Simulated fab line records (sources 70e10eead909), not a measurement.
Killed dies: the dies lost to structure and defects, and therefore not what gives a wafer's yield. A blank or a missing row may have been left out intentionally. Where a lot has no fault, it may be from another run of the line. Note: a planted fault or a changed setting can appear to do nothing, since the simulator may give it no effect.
Chamber matching || flow nandHarc || NHARC_A_WL_FILL_ALD_19 on aldMetal-03 has 4 sister chambers
The step deposits TiN, target thk 2 nm, pulse time 3 s, ald cycles 100. 18 wafers are shown with their chamber, then 9 later ones without.

== WAFERS PAIRED WITH THEIR CHAMBERS ==
{"wafer": "L074.1", "chamber": 0, "heaterPowerW (W)": 1320, "precursorPulseHeightRel": 1.028}
{"wafer": "L074.2", "chamber": 1, "heaterPowerW (W)": 1025, "precursorPulseHeightRel": 1.017}
{"wafer": "L074.5", "chamber": 0, "heaterPowerW (W)": 1318, "precursorPulseHeightRel": 0.956}
{"wafer": "L076.3", "chamber": 0, "heaterPowerW (W)": 1293, "precursorPulseHeightRel": 1.013}
{"wafer": "L076.4", "chamber": 3, "heaterPowerW (W)": 1023, "precursorPulseHeightRel": 1.002}
{"wafer": "L076.5", "chamber": 1, "heaterPowerW (W)": 1047, "precursorPulseHeightRel": 0.971}
{"wafer": "L078.1", "chamber": 2, "heaterPowerW (W)": 1213, "precursorPulseHeightRel": 1.030}
{"wafer": "L078.2", "chamber": 0, "heaterPowerW (W)": 1278, "precursorPulseHeightRel": 0.968}
{"wafer": "L078.5", "chamber": 1, "heaterPowerW (W)": 1045, "precursorPulseHeightRel": 1.001}
{"wafer": "L080.3", "chamber": 0, "heaterPowerW (W)": 1306, "precursorPulseHeightRel": 1.033}
{"wafer": "L080.5", "chamber": 3, "heaterPowerW (W)": 1010, "precursorPulseHeightRel": 1.026}
{"wafer": "L080.6", "chamber": 0, "heaterPowerW (W)": 1276, "precursorPulseHeightRel": 0.980}
{"wafer": "L082.3", "chamber": 2, "heaterPowerW (W)": 1211, "precursorPulseHeightRel": 1.009}
{"wafer": "L082.4", "chamber": 0, "heaterPowerW (W)": 1329, "precursorPulseHeightRel": 0.982}
{"wafer": "L082.5", "chamber": 2, "heaterPowerW (W)": 1224, "precursorPulseHeightRel": 0.959}
{"wafer": "L085.4", "chamber": 1, "heaterPowerW (W)": 1022, "precursorPulseHeightRel": 0.990}
{"wafer": "L085.5", "chamber": 1, "heaterPowerW (W)": 1021, "precursorPulseHeightRel": 1.011}
{"wafer": "L085.6", "chamber": 0, "heaterPowerW (W)": 1235, "precursorPulseHeightRel": 0.966}

SIGNATURES (averages over the wafers above)
{"reading": "heaterPowerW", "chamber 0": 1294.38, "chamber 1": 1032.00, "chamber 2": 1216.00, "chamber 3": 1016.50, "scatter within a chamber": 23.2}
{"reading": "precursorPulseHeightRel", "chamber 0": 0.99075, "chamber 1": 0.99800, "chamber 2": 0.99933, "chamber 3": 1.01400, "scatter within a chamber": 0.0274}
Rule: a wafer lies at a distance from a chamber equal to the root of the sum of squares, over the readings, of (its reading less the chamber's mean, divided by the reading's scatter). The wafer belongs to the nearest chamber; if the next one is less than 2 further off, it can't be placed. How the scatter is found: for the shown wafers, subtract from each reading the mean of its chamber, square and add these, divide the total by (wafers less chambers), then take the root.

== WAFERS MISSING THEIR CHAMBER ==
{"wafer": "L089.1", "heaterPowerW (W)": 1071, "precursorPulseHeightRel": 0.984}
{"wafer": "L089.3", "heaterPowerW (W)": 1217, "precursorPulseHeightRel": 0.993}
{"wafer": "L089.6", "heaterPowerW (W)": 1247, "precursorPulseHeightRel": 0.989}
{"wafer": "L091.2", "heaterPowerW (W)": 1270, "precursorPulseHeightRel": 1.020}
{"wafer": "L091.3", "heaterPowerW (W)": 1004, "precursorPulseHeightRel": 1.011}
{"wafer": "L091.6", "heaterPowerW (W)": 1213, "precursorPulseHeightRel": 0.997}
{"wafer": "L096.3", "heaterPowerW (W)": 1293, "precursorPulseHeightRel": 1.017}
{"wafer": "L096.5", "heaterPowerW (W)": 1218, "precursorPulseHeightRel": 1.004}
{"wafer": "L096.6", "heaterPowerW (W)": 1011, "precursorPulseHeightRel": 0.995}

== EACH ONE'S CHAMBER ==
{"wafer": "L089.1", "from the rows above": "can't be placed: 1 or 3", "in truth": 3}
{"wafer": "L089.3", "from the rows above": 2, "in truth": 2}
{"wafer": "L089.6", "from the rows above": "can't be placed: 2 or 0", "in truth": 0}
{"wafer": "L091.2", "from the rows above": "can't be placed: 0 or 2", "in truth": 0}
{"wafer": "L091.3", "from the rows above": "can't be placed: 3 or 1", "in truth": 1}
{"wafer": "L091.6", "from the rows above": 2, "in truth": 2}
{"wafer": "L096.3", "from the rows above": 0, "in truth": 0}
{"wafer": "L096.5", "from the rows above": 2, "in truth": 2}
{"wafer": "L096.6", "from the rows above": "can't be placed: 3 or 1", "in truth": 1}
Correct placement for 4 of the 9. These rows do not allow placing 5 (true chamber among the candidates in 5). 0 placed wrongly.
